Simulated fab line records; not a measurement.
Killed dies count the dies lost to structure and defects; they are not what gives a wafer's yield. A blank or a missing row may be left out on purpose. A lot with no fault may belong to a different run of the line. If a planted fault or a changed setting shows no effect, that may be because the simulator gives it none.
Comparing a struck lot with a sound one    flow nandHarc    15 out of 1302 route steps
Sound: wafers L320.1, L320.4, L320.5. Wafers L325.3, L325.4, L325.6 were the ones struck. At the end, the cause is stated.
Per side, at each step with rows, come the tool, then ch with its chambers, and then its first start. Under that, the readings that differ: sound wafers    struck wafers    difference of the means    sigmas: that difference in standard deviations of wafers without a fault.
alike: words and numbers the same on both sides, and readings whose means are apart by under 2 such deviations; not compared: readings that were withheld, readings missing a value for some wafer, numbers with overlapping values and no deviation given by the record, and bounds like >300 which may hide the same value.
A row with sigmas, a row that says differs or no value, or rows on one side alone: a step with any of these is where the two part. Non-overlapping numbers with no deviation appear without sigmas and do not part them. A reading missing from all wafers of one side parts the sides only when that side holds two or more wafers.

NHARC_A_CHANNEL_HOLE_D2_CD_MEAS_31:
  struck on cdSem-01, day 18 04:19; sound on cdSem-03, day 16 03:43
  alike: cdNm
NHARC_A_CHANNEL_HOLE_D2_XSEM_32:
  sound on xsem-01 ch 0, day 16 03:48; struck on xsem-01 ch 0, day 18 04:24
reading            sound           struck             difference  sigmas
tiltDeg (degrees)  0.07 0.07 0.06  -0.02 -0.03 -0.02  -0.09       -2
  alike: botCdNm, bowNm
NHARC_A_CHANNEL_HOLE_D2_INSPECT_40:
  struck on defectInspect-02, day 18 04:29; sound on defectInspect-02, day 16 03:54
  alike: rawDefectCount
then, 2 steps without rows for these wafers: NHARC_A_CHANNEL_FILL_D2_PRECLEAN_00 (cleans in SC1); NHARC_A_CHANNEL_FILL_D2_SRD_01.
NHARC_A_CHANNEL_FILL_D2_ALD_02: deposits SiO2, target thk 6 nm, pulse time 10 s, ald cycles 60.
  sound on aldHk-03 ch 0,1,2, day 16 05:04; struck on aldHk-01 ch 1,2, day 18 04:45
  alike: heaterPowerW, precursorPulseHeightRel
NHARC_A_CHANNEL_FILL_D2_ALD_03: deposits SiNx, target thk 6 nm, pulse time 60 s, ald cycles 58.
  sound on aldSinBatch-03 ch 0; struck on aldSinBatch-01 ch 0
  alike: precursorPulseHeightRel
then, 1 step without rows for these wafers: NHARC_A_CHANNEL_FILL_D2_ALD_14 (deposits SiO2, target thk 2.5 nm, pulse time 10 s, ald cycles 25).
NHARC_A_CHANNEL_FILL_D2_ALD_15: deposits SiNx, target thk 2 nm, pulse time 60 s, ald cycles 19.
  sound on aldSinBatch-02 ch 0; struck on aldSinBatch-02 ch 0
  alike: precursorPulseHeightRel
then, 3 steps without rows for these wafers: NHARC_A_CHANNEL_FILL_D2_ALD_16 (deposits SiO2, target thk 1.5 nm, pulse time 10 s, ald cycles 15); NHARC_A_CHANNEL_FILL_D2_ANNEAL_17 (time 1800 s); NHARC_A_CHANNEL_FILL_D2_CVD_18 (deposits poly-Si, target thk 3 nm).
NHARC_A_CHANNEL_FILL_D2_ETCHBACK_19: etches the open film in HBr/Cl2, target depth 5 nm, time 1.7 s.
  sound on rieSi-02 ch 1,3, day 17 04:59; struck on rieSi-06 ch 2,3, day 19 06:50
  no value came back on the struck wafers for any of 5 readings (biasW (W), chamberPressureMTorr (mTorr) and others); on the sound wafers biasW (W) reads 100.1 100.0 100.1
  not compared: rfHoursCounterH
NHARC_A_CHANNEL_FILL_D2_ETCHBACK_20: etches the open film in C4F8/O2/Ar, target depth 27 nm, time 13.5 s.
  sound on rieDiel-05 ch 0,1,3, day 17 05:08; struck on rieDiel-07 ch 0,1,2, day 19 06:58
reading              sound              struck             difference  sigmas
oesProductAu (a.u.)  0.944 0.947 0.953  1.025 1.004 1.000  +0.062      +2
  alike: biasW, chamberPressureMTorr, rfVppV
  not compared: rfHoursCounterH
-- break in the record here, with 10 days between the starts of the struck wafers on either side (left off in module A_CHANNEL_FILL_D2, picked up again in module END, where the first step shown is number 1302 on the route) --
NHARC_END_SORT_01:
  sound on prober-01 ch 0, day 27 00:44; struck on prober-01 ch 0, day 28 21:28
reading        sound     struck       difference  sigmas
killedAtArray  93 81 69  675 675 674  +594        +37
killedDies     94 84 71  677 677 677  +594        +37
  alike: killedAtOther, killedAtPeriphery, killedOpen, killedShort

WHERE THEY PART
First at NHARC_A_CHANNEL_HOLE_D2_XSEM_32; last, within this record, at NHARC_END_SORT_01.

WHY: what the simulator had put in
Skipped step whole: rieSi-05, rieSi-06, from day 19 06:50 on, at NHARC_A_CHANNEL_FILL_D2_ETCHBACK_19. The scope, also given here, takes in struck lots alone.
